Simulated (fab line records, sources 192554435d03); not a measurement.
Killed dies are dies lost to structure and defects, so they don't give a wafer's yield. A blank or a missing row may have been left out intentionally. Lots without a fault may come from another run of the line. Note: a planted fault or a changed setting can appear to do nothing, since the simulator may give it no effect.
fab line records    flow n5-finfet
[record] lots = 5  wafers = 15  last-day = 18
route steps=1938 shown MOL_CONTACT_COAG@595
lots that met no fault: from a run of the same line without faults
start-h: start of the lot's first displayed wafer, in hours after the record's first day    wait-h: hours from the lot's prior step to this one    " unchanged from the row above    L1.1+2: a row that stands for several wafers    - value missing, or start not given    * or withheld: withheld    < > ~ a bound
route shown NAME@n: NAME is a module with steps in the file, n the number in the route of the first one    usual: mean/standard deviation taken from wafers without a fault    same: alike in all rows    chamber/n: place in a boat    sites: per-site readings    _std_site: how widely they spread, as a standard deviation    _edge_site: outer sites' mean less inner sites'    radius-mm: how far each site lies from the wafer's centre    mask NAME#n: copy n    behind: the tool/chamber that last shaped the wafer    hold: why the lot went on hold/how many hours it stayed there/how the hold came to an end    device: the transistor (n, p or np) that didn't switch    end of line: the route-end tests of the same wafers    step lacking rows: just its recipe    killed: count of dies lost to structure and defects at first sort (not the wafer's yield)    map: the dies of a wafer, with x for killed, . for not killed, _ for no die there
set.NAME: the setting the step ran with; set.NAME@STEP: the setting that earlier step ran with    model.NAME: the simulator's own value behind a step, which no gauge read
lots seen at some steps along the route; tables by step, rows by wafer
services: the hour from which a tool's chamber was out of use, counted from the record's first day as start-h (under 0 if before that day), plus the number of hours and why
[[steps]]
[step N5_MOL_CONTACT_COAG_COAT_64]
[recipe] resist = underlayer  temp-c = 205  time-s = 60  spin-rpm = 1500  resist-thk-nm = 10
[usual] heater-power-total-W = 391.6/1.4
[same] time-s = 60
lot.wafer  tool            chamber  start-h  wait-h  heater-power-total-W
L076.1     litho-track-01  0        -        -       391.5
L076.4     "               0        "        "       389.5
L076.6     "               0        "        "       391.7
L078.1     litho-track-02  0        -        -       389.7
L078.3     "               0        "        "       391.2
L078.4     "               0        "        "       393.4
L083.2     litho-track-03  0        -        -       393.9
L083.5     "               0        "        "       392.1
L083.6     "               0        "        "       391.4
L086.3     litho-track-01  0        -        -       393.7
L086.5     "               0        "        "       389.5
L086.6     "               0        "        "       391.4
L097.3     litho-track-02  0        -        -       391.3
L097.5     "               0        "        "       390.1
L097.6     "               0        "        "       390.1
[step N5_MOL_CONTACT_COAG_COAT_34]
[recipe] resist = CAR-EUV  spin-rpm = 1500  resist-thk-nm = 40
lot.wafer   tool            chamber  start-h  wait-h
L076.1+4+6  litho-track-01  0        -        -
L078.1+3+4  litho-track-02  0        -        -
L083.2+5+6  litho-track-03  0        -        -
L086.3+5+6  litho-track-01  0        -        -
L097.3+5+6  litho-track-02  0        -        -
[step N5_MOL_CONTACT_COAG_EBR_36]
[recipe] solvent = PGMEA  ebr-width-mm = 1.5
lot.wafer   tool            chamber  start-h  wait-h
L076.1+4+6  litho-track-01  0        -        -
L078.1+3+4  litho-track-02  0        -        -
L083.2+5+6  litho-track-03  0        -        -
L086.3+5+6  litho-track-01  0        -        -
L097.3+5+6  litho-track-02  0        -        -
[step N5_MOL_CONTACT_COAG_SOFTBAKE_35]
[recipe] temp-c = 110  time-s = 60  resist = CAR-EUV
[usual] heater-power-total-W = 175.2/1.7
[same] time-s = 60
lot.wafer  tool            chamber  start-h  wait-h  heater-power-total-W
L076.1     litho-track-01  0        -        -       176.0
L076.4     "               0        "        "       177.5
L076.6     "               0        "        "       177.3
L078.1     litho-track-02  0        -        -       173.9
L078.3     "               0        "        "       173.0
L078.4     "               0        "        "       176.7
L083.2     litho-track-03  0        -        -       177.4
L083.5     "               0        "        "       173.0
L083.6     "               0        "        "       173.0
L086.3     litho-track-01  0        -        -       173.1
L086.5     "               0        "        "       173.5
L086.6     "               0        "        "       173.0
L097.3     litho-track-02  0        -        -       177.5
L097.5     "               0        "        "       177.6
L097.6     "               0        "        "       175.2
[step N5_MOL_CONTACT_COAG_EXPOSE_37]
[recipe] mask-id = VD  na = 0.33  source-shape = annular  sigma-inner = 0.3  sigma-outer = 0.7  polarization = unpolarized  defocus-nm = 0  dose-mj = 62
[usual] focus-offset-nm = 0.2/0.48
lot.wafer  tool            chamber  start-h  wait-h  mask  focus-offset-nm
L076.1     euv-scanner-02  0        112.59   -       VD#0  -0.3
L076.4     "               0        "        "       VD#0  0.2
L076.6     "               0        "        "       VD#0  -0.3
L078.1     euv-scanner-02  0        122.72   -       VD#0  -0.7
L078.3     "               0        "        "       VD#0  0.2
L078.4     "               0        "        "       VD#0  0.7
L083.2     euv-scanner-01  0        154.71   -       VD#0  -0.3
L083.5     "               0        "        "       VD#0  -0.5
L083.6     "               0        "        "       VD#0  0.3
L086.3     euv-scanner-02  0        175.89   -       VD#0  1.3
L086.5     "               0        "        "       VD#0  0.8
L086.6     "               0        "        "       VD#0  0.4
L097.3     euv-scanner-02  0        239.48   -       VD#0  0.5
L097.5     "               0        "        "       VD#0  0.4
L097.6     "               0        "        "       VD#0  -0.1
[step N5_MOL_CONTACT_COAG_PEB_38]
[recipe] peb-temp-c = 100  peb-time-s = 60  resist = CAR-EUV
[usual] heater-power-total-W = 154.0/1.1
lot.wafer  tool            chamber  start-h  wait-h  heater-power-total-W
L076.1     litho-track-02  0        112.67   0.1     155.0
L076.4     "               0        "        "       152.7
L076.6     "               0        "        "       152.7
L078.1     litho-track-01  0        122.80   0.1     154.9
L078.3     "               0        "        "       152.6
L078.4     "               0        "        "       154.5
L083.2     litho-track-02  0        154.78   0.1     155.1
L083.5     "               0        "        "       153.7
L083.6     "               0        "        "       155.8
L086.3     litho-track-01  0        175.96   0.1     153.4
L086.5     "               0        "        "       153.0
L086.6     "               0        "        "       154.8
L097.3     litho-track-02  0        239.54   0.1     155.3
L097.5     "               0        "        "       152.5
L097.6     "               0        "        "       152.6
[step N5_MOL_CONTACT_COAG_DEVELOP_39]
[recipe] develop-time-s = 30  developer = TMAH  resist = CAR-EUV  rinse-liquid = surfactant-rinse  dry = air-spin  dev-temp-c = 23
lot.wafer   tool            chamber  start-h  wait-h
L076.1+4+6  litho-track-02  0        -        -
L078.1+3+4  litho-track-01  0        -        -
L083.2+5+6  litho-track-02  0        -        -
L086.3+5+6  litho-track-01  0        -        -
L097.3+5+6  litho-track-02  0        -        -
[step N5_MOL_CONTACT_COAG_CD_MEAS_40]
[recipe] target-cd-nm = 25.1  landing-energy-ev = 500  detector = se-inlens  polarity = opening
[usual] cd-nm = 25.03/0.24
lot.wafer  tool       chamber  start-h  wait-h  cd-nm
L076.1     cd-sem-01  0        112.74   -       25.25
L076.4     "          0        "        "       24.73
L076.6     "          0        "        "       25.47
L078.1     cd-sem-02  0        122.87   -       25.24
L078.3     "          0        "        "       25.50
L078.4     "          0        "        "       25.03
L083.2     cd-sem-01  0        154.85   -       25.14
L083.5     "          0        "        "       25.13
L083.6     "          0        "        "       25.22
L086.3     cd-sem-02  0        176.02   -       25.27
L086.5     "          0        "        "       24.89
L086.6     "          0        "        "       24.66
L097.3     cd-sem-03  0        239.61   -       24.97
L097.5     "          0        "        "       24.89
L097.6     "          0        "        "       25.20
[step N5_MOL_CONTACT_COAG_OVL_MEAS_41]
[recipe] points-per-wafer = 522
[usual] VD_OVL = -0.4/0.91
lot.wafer  tool        chamber  start-h  wait-h  VD_OVL[nm]
L076.1     overlay-01  0        112.77   0.0     0.3
L076.4     "           0        "        "       -1.9
L076.6     "           0        "        "       -0.8
L078.1     overlay-01  0        122.90   0.0     -0.4
L078.3     "           0        "        "       -1.2
L078.4     "           0        "        "       -0.8
L083.2     overlay-01  0        154.88   0.0     -0.5
L083.5     "           0        "        "       0.5
L083.6     "           0        "        "       -0.1
L086.3     overlay-01  0        176.06   0.0     -2.0
L086.5     "           0        "        "       -1.7
L086.6     "           0        "        "       -0.2
L097.3     overlay-02  0        239.65   0.0     -1.9
L097.5     "           0        "        "       -1.9
L097.6     "           0        "        "       0.4
[step N5_MOL_CONTACT_COAG_INSPECT_42]
[recipe] mode = adi  inspect-instrument = brightfield
[usual] raw-defect-count = 198/48
lot.wafer  tool               chamber  start-h  wait-h  raw-defect-count
L076.1     defect-inspect-01  -        112.83   0.1     193
L076.4     "                  -        "        "       243
L076.6     "                  -        "        "       139
L078.1     defect-inspect-02  -        122.96   0.1     214
L078.3     "                  -        "        "       217
L078.4     "                  -        "        "       141
L083.2     defect-inspect-01  -        154.93   0.0     208
L083.5     "                  -        "        "       171
L083.6     "                  -        "        "       183
L086.3     defect-inspect-02  -        176.11   0.0     200
L086.5     "                  -        "        "       161
L086.6     "                  -        "        "       133
L097.3     defect-inspect-01  -        239.69   0.0     158
L097.5     "                  -        "        "       234
L097.6     "                  -        "        "       155
[step N5_MOL_CONTACT_COAG_DESCUM_45]
[recipe] chemistry = O2  time-s = 7  source-power-w = 50  bias-power-w = 20  pressure-mtorr = 20  rf-frequency-hz = 2.712e+07  temp-c = 40  resist = CAR-EUV  o2-flow-sccm = 225
[usual] drypump-motor-current-A = 5.6/0.5  oes-product-au = 0.79/0.1  rf-vpp-V = 243.1/1.2  showerhead-plenum-p-Torr = 2.08/0.06  throttle-valve-pct = 20.45/0.25
[same] time-s = 7
lot.wafer  tool         chamber  start-h  wait-h  drypump-motor-current-A  oes-product-au  rf-hours-counter-h  rf-vpp-V  showerhead-plenum-p-Torr  throttle-valve-pct
L076.1     rie-diel-02  0        113.26   0.4     5.1                      0.72            193                 241.3     1.98                      20.80
L076.4     "            2        "        "       5.2                      0.89            35                  243.9     2.05                      20.29
L076.6     "            1        "        "       6.4                      0.70            -                   241.2     2.06                      20.11
L078.1     rie-diel-02  0        123.05   0.1     5.1                      0.71            197                 240.7     1.98                      20.81
L078.3     "            3        "        "       5.3                      0.98            8                   245.7     2.24                      20.26
L078.4     "            1        "        "       6.4                      0.69            235                 242.0     2.06                      20.11
L083.2     rie-diel-03  2        154.97   0.0     5.8                      0.70            210                 243.2     2.08                      20.49
L083.5     "            3        "        "       5.2                      0.74            -                   246.0     2.16                      20.26
L083.6     "            2        "        "       5.8                      0.71            -                   243.1     2.08                      20.49
L086.3     rie-diel-04  0        176.16   0.0     5.0                      0.68            257                 243.0     2.04                      20.55
L086.5     "            0        "        "       5.0                      0.68            -                   241.7     2.04                      20.54
L086.6     "            1        "        "       6.0                      0.74            -                   244.7     2.16                      20.82
L097.3     rie-diel-04  2        239.73   0.0     5.1                      0.88            34                  242.3     2.06                      20.35
L097.5     "            0        "        "       5.0                      0.93            -                   242.3     2.03                      20.18
L097.6     "            1        "        "       6.0                      0.70            -                   243.9     2.15                      20.87
[step N5_MOL_CONTACT_COAG_ETCH_65]
[recipe] chemistry = N2/H2  target = underlayer  target-depth-a = 130  mask-material = CAR-EUV  time-s = 10.4  ion-energy-ev = 200  pressure-mtorr = 30  source-w = 840  bias-w = 150  n2-flow-sccm = 200  h2-flow-sccm = 200  ends = cleared
[usual] drypump-motor-current-A = 5.6/0.5  etch-rf-on-time-s = 10.39/0.23  oes-product-au = 0.68/0.087  rf-vpp-V = 523.4/2.3  showerhead-plenum-p-Torr = 2.53/0.075  throttle-valve-pct = 17.9/0.3
lot.wafer  tool         chamber  start-h  wait-h  drypump-motor-current-A  etch-rf-on-time-s  oes-product-au  rf-hours-counter-h  rf-vpp-V  showerhead-plenum-p-Torr  throttle-valve-pct
L076.1     rie-diel-02  0        113.30   0.0     5.1                      10.44              0.62            193                 517.9     2.41                      18.2
L076.4     "            2        "        "       5.1                      10.50              0.75            35                  522.5     2.50                      17.8
L076.6     "            1        "        "       6.4                      10.96              0.59            -                   523.3     2.50                      17.6
L078.1     rie-diel-02  0        123.08   0.0     5.1                      10.37              0.62            197                 519.3     2.41                      18.2
L078.3     "            3        "        "       5.3                      10.14              0.83            8                   528.3     2.70                      17.4
L078.4     "            1        "        "       6.4                      11.02              0.58            235                 523.9     2.50                      17.5
L083.2     rie-diel-03  2        155.00   0.0     5.9                      10.47              0.61            210                 523.0     2.52                      18.0
L083.5     "            3        "        "       5.2                      10.39              0.65            -                   527.9     2.67                      17.9
L083.6     "            2        "        "       5.8                      10.37              0.61            -                   523.5     2.52                      18.0
L086.3     rie-diel-04  0        176.19   0.0     5.0                      10.44              0.58            257                 522.0     2.53                      18.4
L086.5     "            0        "        "       5.0                      10.59              0.58            -                   522.4     2.53                      18.4
L086.6     "            1        "        "       6.0                      10.37              0.62            -                   527.2     2.62                      18.2
L097.3     rie-diel-04  2        239.76   0.0     5.1                      10.21              0.76            34                  522.1     2.49                      17.7
L097.5     "            0        "        "       5.0                      10.14              0.80            -                   524.1     2.52                      18.0
L097.6     "            1        "        "       6.0                      10.39              0.60            -                   526.4     2.61                      18.3
[step N5_MOL_CONTACT_COAG_ETCH_66]
[recipe] chemistry = CF4  target = SiARC  target-depth-a = 130  mask-material = CAR-EUV  time-s = 21.7  ion-energy-ev = 80  pressure-mtorr = 40  source-w = 545  bias-w = 36  Ar_flow_sccm = 100  cf4-flow-sccm = 100  ends = cleared
[usual] drypump-motor-current-A = 5.6/0.5  etch-rf-on-time-s = 21.7/0.41  oes-product-au = 0.68/0.086  rf-vpp-V = 184.0/1.1  showerhead-plenum-p-Torr = 2.13/0.063  throttle-valve-pct = 15.62/0.28
lot.wafer  tool         chamber  start-h  wait-h  drypump-motor-current-A  etch-rf-on-time-s  oes-product-au  rf-hours-counter-h  rf-vpp-V  showerhead-plenum-p-Torr  throttle-valve-pct
L076.1     rie-diel-02  0        113.32   0.0     5.1                      21.9               0.62            193                 182.9     2.05                      16.07
L076.4     "            2        "        "       5.1                      21.7               0.74            35                  184.4     2.09                      15.34
L076.6     "            1        "        "       6.4                      22.5               0.59            -                   182.8     2.11                      15.45
L078.1     rie-diel-02  0        123.10   0.0     5.1                      21.9               0.61            197                 182.5     2.05                      16.07
L078.3     "            3        "        "       5.3                      21.0               0.84            8                   184.2     2.27                      15.28
L078.4     "            1        "        "       6.4                      22.7               0.58            235                 183.0     2.11                      15.45
L083.2     rie-diel-03  2        155.02   0.0     5.8                      21.8               0.61            210                 182.9     2.11                      15.63
L083.5     "            3        "        "       5.1                      21.7               0.64            -                   183.7     2.24                      15.71
L083.6     "            2        "        "       5.9                      21.9               0.61            -                   183.1     2.11                      15.65
L086.3     rie-diel-04  0        176.21   0.0     5.0                      21.5               0.58            257                 182.8     2.10                      15.87
L086.5     "            0        "        "       5.0                      21.8               0.58            -                   181.7     2.10                      15.90
L086.6     "            1        "        "       6.0                      21.7               0.62            -                   184.7     2.21                      15.95
L097.3     rie-diel-04  2        239.78   0.0     5.1                      21.3               0.77            34                  183.6     2.09                      15.34
L097.5     "            0        "        "       5.0                      21.0               0.80            -                   183.7     2.09                      15.40
L097.6     "            1        "        "       6.0                      21.5               0.61            -                   183.3     2.20                      16.01
[step N5_MOL_CONTACT_COAG_ALD_133]
[recipe] material = SiO2  target-thk-a = 50  temp-c = 100  ald-precursor-family = BDEAS  ald-co-reactant = O2-plasma  pulse-time-s = 1  co-reactant-pulse-time-s = 1  purge-time-s = 2  co-reactant-purge-time-s = 2  ald-cycles = 35  pressure-torr = 2
[usual] heater-power-w = 79/10  precursor-pulse-height-rel = 1.001/0.02
[same] purge-time-s = 2
lot.wafer  tool        chamber  start-h  wait-h  heater-power-w  precursor-pulse-height-rel
L076.1     ald-sin-02  2        113.80   0.5     69              0.990
L076.4     "           3        "        "       77              1.005
L076.6     "           3        "        "       78              0.982
L078.1     ald-sin-01  2        123.18   0.1     95              0.987
L078.3     "           1        "        "       83              0.976
L078.4     "           0        "        "       78              1.004
L083.2     ald-sin-02  0        155.45   0.4     65              0.985
L083.5     "           2        "        "       70              1.020
L083.6     "           3        "        "       79              0.991
L086.3     ald-sin-02  3        176.98   0.7     76              0.968
L086.5     "           2        "        "       71              1.001
L086.6     "           3        "        "       77              1.022
L097.3     ald-sin-01  1        239.86   0.1     85              1.011
L097.5     "           0        "        "       80              0.979
L097.6     "           3        "        "       73              1.021
[step N5_MOL_CONTACT_COAG_ETCHBACK_134]
[recipe] chemistry = CHF3  target = SiO2  target-depth-a = 100  time-s = 6.7  ion-energy-ev = 200  pressure-mtorr = 30  source-w = 610  bias-w = 170  Ar_flow_sccm = 200  CHF3_flow_sccm = 50
[usual] drypump-motor-current-A = 5.5/0.49  oes-product-au = 0.80/0.1  rf-vpp-V = 530/9.2  showerhead-plenum-p-Torr = 2.37/0.084  throttle-valve-pct = 18.7/0.31
[same] time-s = 6.7
lot.wafer  tool         chamber  start-h  wait-h  drypump-motor-current-A  oes-product-au  rf-hours-counter-h  rf-vpp-V  showerhead-plenum-p-Torr  throttle-valve-pct
L076.1     rie-diel-04  2        113.99   0.1     5.1                      0.72            241                 524       2.34                      18.8
L076.4     "            0        "        "       4.9                      0.70            232                 531       2.33                      18.8
L076.6     "            1        "        "       6.0                      0.76            -                   540       2.48                      19.1
L078.1     rie-diel-02  1        123.46   0.2     6.4                      0.69            235                 524       2.34                      18.4
L078.3     "            2        "        "       5.2                      0.87            39                  519       2.32                      18.4
L078.4     "            3        "        "       5.3                      0.98            8                   536       2.53                      18.5
L083.2     rie-diel-04  0        155.63   0.1     5.0                      0.68            249                 530       2.32                      18.9
L083.5     "            0        "        "       5.0                      0.69            -                   531       2.32                      18.9
L083.6     "            1        "        "       6.0                      0.74            -                   539       2.47                      19.1
L086.3     rie-diel-04  1        177.16   0.1     6.0                      0.72            196                 540       2.47                      19.1
L086.5     "            2        "        "       5.1                      0.97            -                   523       2.33                      18.4
L086.6     "            0        "        "       5.0                      0.68            -                   531       2.32                      18.9
L097.3     rie-diel-02  1        240.13   0.2     6.4                      0.93            20                  522       2.33                      18.1
L097.5     "            3        "        "       5.3                      0.89            -                   535       2.52                      18.6
L097.6     "            0        "        "       5.1                      0.70            -                   524       2.26                      19.3
[[services]]
tool            chamber  start-h  hours  kind
euv-scanner-02  -        93.81    1.0    pm
euv-scanner-01  -        95.89    1.0    pm
euv-scanner-02  -        99.88    0.8    repair
euv-scanner-01  -        100.94   4.6    pm
euv-scanner-02  -        114.26   0.2    repair
euv-scanner-02  -        128.71   4.6    pm
rie-diel-03     1        129.58   13.2   repair
rie-diel-04     2        139.87   -      clean
rie-diel-04     2        139.87   -      consumable-replace:focus-ring
rie-diel-04     2        139.87   23.9   scheduled-down
rie-diel-04     2        139.87   23.9   vent-cycle
ald-sin-01      3        141.04   5.9    repair
euv-scanner-02  -        149.30   12.0   pm
euv-scanner-01  -        162.31   1.0    pm
rie-diel-04     3        163.89   -      clean
rie-diel-04     3        163.89   -      consumable-replace:focus-ring
rie-diel-04     3        163.89   13.6   scheduled-down
ald-sin-02      2        202.57   4.8    repair
rie-diel-03     1        204.96   8.0    repair
euv-scanner-02  -        206.11   1.0    pm
euv-scanner-01  -        208.19   1.0    pm
ald-sin-02      2        219.17   9.0    repair
rie-diel-03     0        222.41   3.9    repair
euv-scanner-01  -        223.43   5.8    pm
[[key]]
fault none
